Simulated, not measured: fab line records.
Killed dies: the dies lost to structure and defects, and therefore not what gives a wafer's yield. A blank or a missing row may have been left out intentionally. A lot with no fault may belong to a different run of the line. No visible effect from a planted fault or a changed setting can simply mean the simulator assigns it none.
Split-lot experiment | flow n5 finfet | 39 wafers read from 7 lots, route of 1938 steps

== ON THE SPLIT ==
At N5_FIN_SAQP_ETCH_65 (etches SiO2 in CF4, target depth 4 nm, time 4.4 s), the setting time s was moved away from the recipe's 4.4 s on 9 of the 39 wafers read, by -17.4% to +23.8%. All remaining wafers had this setting at the recipe value.

The reading comes from the split's own step.

== THE READING ==
etch.depth nm (the simulator's own value, which no gauge read), in nm, at N5_FIN_SAQP_ETCH_65 (etches SiO2 in CF4, target depth 4 nm, time 4.4 s). The file does not state a usual value for it. Average 3.994 nm, standard deviation 0.048 nm, over the 30 wafers here run with the recipe.

wafer  | tool, chamber at the split | time s as run, s | against the recipe | etch.depth nm, nm | against lot-mates on the recipe
L077.1 | rie si-04, 2               | 4.052            | -7.9%              | 3.746             | -0.280
L077.2 | rie si-04, 1               | 4.4              | recipe             | 3.955             | -
L077.3 | rie si-04, 3               | 4.052            | -7.9%              | 3.741             | -0.285
L077.4 | rie si-04, 0               | 4.052            | -7.9%              | 3.734             | -0.292
L077.5 | rie si-04, 2               | 4.4              | recipe             | 4.045             | -
L077.6 | rie si-04, 3               | 4.4              | recipe             | 4.078             | -
L082.1 | rie si-01, 3               | 4.4              | recipe             | 4.028             | -
L082.2 | rie si-01, 2               | 4.4              | recipe             | 3.957             | -
L082.3 | rie si-01, 0               | 4.4              | recipe             | 3.971             | -
L082.4 | rie si-01, 1               | 4.4              | recipe             | 3.892             | -
L082.5 | rie si-01, 3               | 4.4              | recipe             | 4.033             | -
L082.6 | rie si-01, 2               | 4.4              | recipe             | 3.924             | -
L083.1 | rie si-03, 3               | 4.4              | recipe             | 3.986             | -
L083.2 | rie si-03, 0               | 4.4              | recipe             | 3.904             | -
L083.3 | rie si-03, 2               | 4.4              | recipe             | 4.032             | -
L083.4 | rie si-03, 1               | 4.4              | recipe             | 3.965             | -
L083.5 | rie si-03, 2               | 4.4              | recipe             | 4.036             | -
L083.6 | rie si-03, 1               | 4.4              | recipe             | 3.953             | -
L085.1 | rie si-04, 2               | 4.4              | recipe             | 4.009             | -
L085.2 | rie si-04, 1               | 4.4              | recipe             | 3.929             | -
L085.3 | rie si-04, 0               | 4.4              | recipe             | 4.001             | -
L085.4 | rie si-04, 3               | 4.4              | recipe             | 4.035             | -
L085.5 | rie si-04, 3               | 4.4              | recipe             | 4.014             | -
L085.6 | rie si-04, 2               | 4.4              | recipe             | 3.987             | -
L088.1 | rie si-01, 3               | 4.4              | recipe             | 4.055             | -
L088.2 | rie si-01, 0               | 3.633            | -17.4%             | 3.314             | -0.724
L088.3 | rie si-01, 1               | 3.633            | -17.4%             | 3.264             | -0.774
L088.4 | rie si-01, 2               | 4.4              | recipe             | 4.004             | -
L088.5 | rie si-01, 0               | 3.633            | -17.4%             | 3.319             | -0.719
L088.6 | rie si-01, 3               | 4.4              | recipe             | 4.054             | -
L091.1 | rie si-03, 1               | 4.4              | recipe             | 3.984             | -
L091.3 | rie si-03, 0               | 4.4              | recipe             | 3.945             | -
L091.6 | rie si-03, 0               | 4.4              | recipe             | 3.952             | -
L096.1 | rie si-01, 0               | 5.445            | +23.8%             | 4.973             | +0.942
L096.2 | rie si-01, 2               | 4.4              | recipe             | 4.005             | -
L096.3 | rie si-01, 1               | 5.445            | +23.8%             | 4.895             | +0.864
L096.4 | rie si-01, 3               | 4.4              | recipe             | 4.076             | -
L096.5 | rie si-01, 3               | 5.445            | +23.8%             | 5.024             | +0.993
L096.6 | rie si-01, 0               | 4.4              | recipe             | 4.011             | -

FIT RESULTS
A straight line over all 39 wafers: etch.depth nm changes by +0.0399 nm for each +1% of time s; r = +0.99; the points scatter about the line by 0.05 nm.
The same after taking each lot's own level away (the mean of its wafers on the recipe; 39 wafers): +0.0401 nm for each +1%; r = +0.99; scatter 0.043 nm.
Per that fit: largest time s move, reading shift of 0.95 nm.
Measured against the standard deviation above, the lots' own levels, which go from 3.9603 to 4.0377 nm, span 1.6 times it.
The two slopes are in agreement: the lot-to-lot level therefore moves the slope only a little.
Check: for one of the wafers moved furthest among these (+23.8%), held out of the fit, the line's prediction against its lot-mates is +0.952 nm. It came out at +0.942 nm against them.

== FILE'S OWN FIT ==
etch.depth nm changes by +0.0401 nm for each +1% of time s, r = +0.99.
